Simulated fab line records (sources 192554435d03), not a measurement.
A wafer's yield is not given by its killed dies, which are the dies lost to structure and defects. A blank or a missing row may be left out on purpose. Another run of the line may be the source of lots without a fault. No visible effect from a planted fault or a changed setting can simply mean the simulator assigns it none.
2 desks looking at one fault -- flow n5 finfet -- every desk sees just its own numbers, and what lay behind them comes last

## FOR THE TOOL OWNER'S DESK: ald sin-04
The tool's own readings at N5_MOL_CONTACT_COAG_ALD_27 (deposits SiOC, target thk 17 nm, pulse time 1.5 s, time 2720 s): means of the sampled wafers that have a number, for each lot that ran on this tool. The brackets show how far a lot's mean lies from the usual mean; more than 4 standard deviations puts the lot out of limits, marked OUT.
Columns: A = heater power w at N5_MOL_CONTACT_COAG_ALD_27, usual 875 W; B = precursor pulse height rel at N5_MOL_CONTACT_COAG_ALD_27, usual 1.000; C = run length s at N5_MOL_CONTACT_COAG_ALD_27, usual 2769.8 s
lot,first seen here,A,B,C
L320,day 4 21:17,906,0.999,2769.6
L325,day 6 07:50,911,0.990,2822.7 (+81) OUT
L326,day 6 14:31,877,1.012,2822.7 (+81) OUT
L336,day 9 00:54,889,0.998,2769.7
This desk finds L325, L326 out of limits, L325 being first, at day 6 07:50 (run length s at N5_MOL_CONTACT_COAG_ALD_27). L320, L336: within limits.

## METROLOGY DESK
What the gauges read, lot by lot, whatever tool the lot ran on: means of the sampled wafers that have a number. The brackets show how far a lot's mean lies from the usual mean; more than 4 standard deviations puts the lot out of limits, marked OUT. It has 10 readings; the 7 that lie furthest out on some lot are the ones shown.
Columns: A = DIBL_P at N5_BEOL_M4_RC_MEAS_101, usual 35.4 mV/V; B = IOFF_P at N5_BEOL_M4_RC_MEAS_101, usual 0.20 nA/um; C = ION_N at N5_BEOL_M4_RC_MEAS_101, usual 672 uA/um; D = ION_P at N5_BEOL_M4_RC_MEAS_101, usual 461 uA/um; E = SS_N at N5_BEOL_M4_RC_MEAS_101, usual 71.4 mV/dec; F = VT_N at N5_BEOL_M4_RC_MEAS_101, usual 251 mV; G = VT_P at N5_BEOL_M4_RC_MEAS_101, usual -251 mV
lot,first seen here,A,B,C,D,E,F,G
L320,day 7 18:53,37.9,0.25,685,472,71.2,246,-246
L325,day 9 02:08,36.3,0.24,685,472,71.6,247,-245
L326,day 9 08:16,35.7,0.21,678,467,70.8,250,-246
L335,day 11 16:14,36.2,0.20,674,454,71.9,249,-253
L336,day 11 21:58,35.2,0.20,665,457,71.5,251,-251
L341,day 12 21:54,35.1,0.18,676,465,70.9,251,-253
This desk's verdict: no lot among the 6 shows anything out of limits.

## BROUGHT TOGETHER
On L325, L326, at day 6 07:50, an alarm was possible from the tool owner's desk.
Nothing out of limits was seen by the metrology desk.
The metrology desk holds a record of L325, L326, inside its limits.
On ald sin-04, each named lot ran N5_MOL_CONTACT_COAG_ALD_27.

## WHAT THE SIMULATOR HAD PUT IN
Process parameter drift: ald sin-04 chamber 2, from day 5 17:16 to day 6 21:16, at N5_MOL_CONTACT_COAG_ALD_27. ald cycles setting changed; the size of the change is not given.
Struck lots among those shown: L325, L326.
Each desk's first reading out of limits, in hours after the fault started: the tool owner's desk, 15.
